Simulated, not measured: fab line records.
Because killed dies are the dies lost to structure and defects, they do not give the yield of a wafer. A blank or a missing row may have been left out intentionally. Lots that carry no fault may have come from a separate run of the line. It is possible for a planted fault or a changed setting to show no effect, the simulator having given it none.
Matching of chambers	flow n5Finfet	uvCure-03 running N5_BEOL_M10_CURE_72: 3 sister chambers
The step cures SiCOH lowk, time 120 s. 6 wafers are shown with their chamber, then 12 later ones without.

WAFERS PAIRED WITH THEIR CHAMBERS
wafer	chamber	wafer_temp_C_max	lampPowerPct (%)
L078.3	0	373.1	52.26
L078.6	0	373.0	52.43
L081.5	2	371.0	52.35
L081.6	2	371.4	52.37
L083.4	1	371.4	52.32
L083.5	1	372.5	52.38

WAFERS WITHOUT THEIR CHAMBER
wafer	wafer_temp_C_max	lampPowerPct (%)
L086.1	371.8	52.33
L086.5	371.7	52.31
L086.6	371.6	52.32
L086.2	371.7	52.38
L086.3	371.3	52.25
L086.4	372.6	52.31
L093.1	371.6	52.24
L093.5	371.9	52.26
L093.6	372.2	52.31
L093.2	371.9	52.27
L093.3	372.0	52.32
L093.4	372.4	52.38

THE CHAMBER EACH PASSED THROUGH
wafer	from the rows above	in truth
L086.1	can't be placed: 1 or 2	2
L086.5	can't be placed: 1 or 2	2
L086.6	can't be placed: 1 or 2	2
L086.2	can't be placed: 1 or 2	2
L086.3	can't be placed: 2 or 1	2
L086.4	can't be placed: 0 or 1 or 2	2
L093.1	can't be placed: 1 or 2 or 0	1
L093.5	can't be placed: 1 or 2 or 0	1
L093.6	can't be placed: 1 or 0 or 2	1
L093.2	can't be placed: 1 or 2 or 0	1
L093.3	can't be placed: 1 or 2 or 0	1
L093.4	can't be placed: 1 or 0 or 2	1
Placed correctly: 0 of 12. Cannot be placed on the basis of these rows: 12; the candidates contain the true chamber in 12. Placed wrongly: 0.
How it was worked out, from the rows above alone: a wafer's distance from a chamber is the root of the sum, over the readings, of the square of ((its reading less the chamber's mean) divided by the reading's scatter). The wafer belongs to the nearest chamber; if the next one is less than 2 further off, it can't be placed. For every chamber, the mean is computed from those of its wafers that are shown. How the scatter is found: for the shown wafers, subtract from each reading the mean of its chamber, square and add these, divide the total by (wafers less chambers), then take the root.
